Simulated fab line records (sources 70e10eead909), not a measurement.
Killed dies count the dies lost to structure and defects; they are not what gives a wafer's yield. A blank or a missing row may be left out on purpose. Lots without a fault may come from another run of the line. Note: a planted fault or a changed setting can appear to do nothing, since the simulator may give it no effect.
Matching of chambers :: flow nand_harc :: 4 sister chambers for NHARC_A_M0_CMP_23 on cmp-01
The step polishes, t overpolish 20 s, target thk 113.75 nm. 20 wafers are shown with their chamber, then 10 later ones without.

## WAFERS WITH THEIR CHAMBER
wafer: L074.4
chamber: 3
motor_current_A (A): 13.0
time_to_endpoint_s (s): 24.7
slurry_filter_dp_kPa (kPa): 13.41

wafer: L074.5
chamber: 1
motor_current_A (A): 11.4
time_to_endpoint_s (s): 25.5
slurry_filter_dp_kPa (kPa): 13.50

wafer: L074.6
chamber: 0
motor_current_A (A): 12.6
time_to_endpoint_s (s): 22.9
slurry_filter_dp_kPa (kPa): 13.51

wafer: L076.1
chamber: 1
motor_current_A (A): 11.4
time_to_endpoint_s (s): 26.4
slurry_filter_dp_kPa (kPa): 13.35

wafer: L076.2
chamber: 2
motor_current_A (A): 12.2
time_to_endpoint_s (s): 24.3
slurry_filter_dp_kPa (kPa): 13.24

wafer: L076.6
chamber: 0
motor_current_A (A): 12.5
time_to_endpoint_s (s): 23.3
slurry_filter_dp_kPa (kPa): 13.89

wafer: L077.3
chamber: 1
motor_current_A (A): 10.8
time_to_endpoint_s (s): 28.9
slurry_filter_dp_kPa (kPa): 13.72

wafer: L077.5
chamber: 0
motor_current_A (A): 12.3
time_to_endpoint_s (s): 24.3
slurry_filter_dp_kPa (kPa): 13.50

wafer: L077.6
chamber: 3
motor_current_A (A): 12.9
time_to_endpoint_s (s): 26.0
slurry_filter_dp_kPa (kPa): 13.19

wafer: L078.3
chamber: 1
motor_current_A (A): 10.8
time_to_endpoint_s (s): 26.7
slurry_filter_dp_kPa (kPa): 13.31

wafer: L078.4
chamber: 2
motor_current_A (A): 12.2
time_to_endpoint_s (s): 24.6
slurry_filter_dp_kPa (kPa): 13.48

wafer: L078.5
chamber: 2
motor_current_A (A): 12.6
time_to_endpoint_s (s): 24.3
slurry_filter_dp_kPa (kPa): 13.68

wafer: L085.2
chamber: 2
motor_current_A (A): 11.7
time_to_endpoint_s (s): 28.8
slurry_filter_dp_kPa (kPa): 13.57

wafer: L085.5
chamber: 3
motor_current_A (A): 12.8
time_to_endpoint_s (s): 32.3
slurry_filter_dp_kPa (kPa): 13.46

wafer: L085.6
chamber: 2
motor_current_A (A): 12.1
time_to_endpoint_s (s): 30.5
slurry_filter_dp_kPa (kPa): 13.43

wafer: L086.1
chamber: 1
motor_current_A (A): 10.9
time_to_endpoint_s (s): 30.8
slurry_filter_dp_kPa (kPa): 13.70

wafer: L086.2
chamber: 2
motor_current_A (A): 12.7
time_to_endpoint_s (s): 29.1
slurry_filter_dp_kPa (kPa): 13.26

wafer: L086.4
chamber: 3
motor_current_A (A): 14.3
time_to_endpoint_s (s): 33.4
slurry_filter_dp_kPa (kPa): 13.70

wafer: L088.3
chamber: 0
motor_current_A (A): 11.9
time_to_endpoint_s (s): 29.9
slurry_filter_dp_kPa (kPa): 13.40

wafer: L088.4
chamber: 2
motor_current_A (A): 12.3
time_to_endpoint_s (s): 30.2
slurry_filter_dp_kPa (kPa): 13.56

SIGNATURES (means of the wafers above)
reading: motor_current_A
chamber 0: 12.325
chamber 1: 11.060
chamber 2: 12.257
chamber 3: 13.250
scatter within a chamber: 0.42

reading: time_to_endpoint_s
chamber 0: 25.100
chamber 1: 27.660
chamber 2: 27.400
chamber 3: 29.100
scatter within a chamber: 3.14

reading: slurry_filter_dp_kPa
chamber 0: 13.5750
chamber 1: 13.5160
chamber 2: 13.4600
chamber 3: 13.4400
scatter within a chamber: 0.19
Rule: for each reading, subtract the chamber's mean from the wafer's reading, divide by that reading's scatter and square the result; add these up over the readings and take the root, which gives the wafer's distance from the chamber. If the next closest chamber is less than 2 further off than the closest, the wafer can't be placed; otherwise it belongs to the closest. How the scatter is found: for the shown wafers, subtract from each reading the mean of its chamber, square and add these, divide the total by (wafers less chambers), then take the root.

## WAFERS WITH NO CHAMBER GIVEN
wafer: L088.5
motor_current_A (A): 11.2
time_to_endpoint_s (s): 32.8
slurry_filter_dp_kPa (kPa): 13.62

wafer: L092.1
motor_current_A (A): 11.0
time_to_endpoint_s (s): 27.8
slurry_filter_dp_kPa (kPa): 13.79

wafer: L092.3
motor_current_A (A): 12.4
time_to_endpoint_s (s): 25.0
slurry_filter_dp_kPa (kPa): 13.49

wafer: L092.5
motor_current_A (A): 11.0
time_to_endpoint_s (s): 27.8
slurry_filter_dp_kPa (kPa): 13.57

wafer: L095.1
motor_current_A (A): 10.7
time_to_endpoint_s (s): 29.6
slurry_filter_dp_kPa (kPa): 13.31

wafer: L095.4
motor_current_A (A): 11.9
time_to_endpoint_s (s): 27.1
slurry_filter_dp_kPa (kPa): 13.71

wafer: L095.6
motor_current_A (A): 14.0
time_to_endpoint_s (s): 29.8
slurry_filter_dp_kPa (kPa): 13.62

wafer: L097.2
motor_current_A (A): 10.7
time_to_endpoint_s (s): 33.4
slurry_filter_dp_kPa (kPa): 13.79

wafer: L097.3
motor_current_A (A): 12.5
time_to_endpoint_s (s): 30.1
slurry_filter_dp_kPa (kPa): 13.50

wafer: L097.5
motor_current_A (A): 12.6
time_to_endpoint_s (s): 28.6
slurry_filter_dp_kPa (kPa): 13.31

## THE CHAMBER EACH PASSED THROUGH
wafer: L088.5
from the rows above: can't be placed: 1 or 2 or 0
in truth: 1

wafer: L092.1
from the rows above: 1
in truth: 1

wafer: L092.3
from the rows above: can't be placed: 0 or 2 or 3
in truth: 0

wafer: L092.5
from the rows above: 1
in truth: 1

wafer: L095.1
from the rows above: 1
in truth: 1

wafer: L095.4
from the rows above: can't be placed: 0 or 2 or 1
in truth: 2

wafer: L095.6
from the rows above: 3
in truth: 3

wafer: L097.2
from the rows above: 1
in truth: 1

wafer: L097.3
from the rows above: can't be placed: 2 or 0 or 3
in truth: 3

wafer: L097.5
from the rows above: can't be placed: 2 or 3 or 0
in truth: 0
Correct placement for 5 of the 10. From these rows, 5 cannot be placed; in 5 the true chamber is one of the candidates. Wrongly placed: 0.
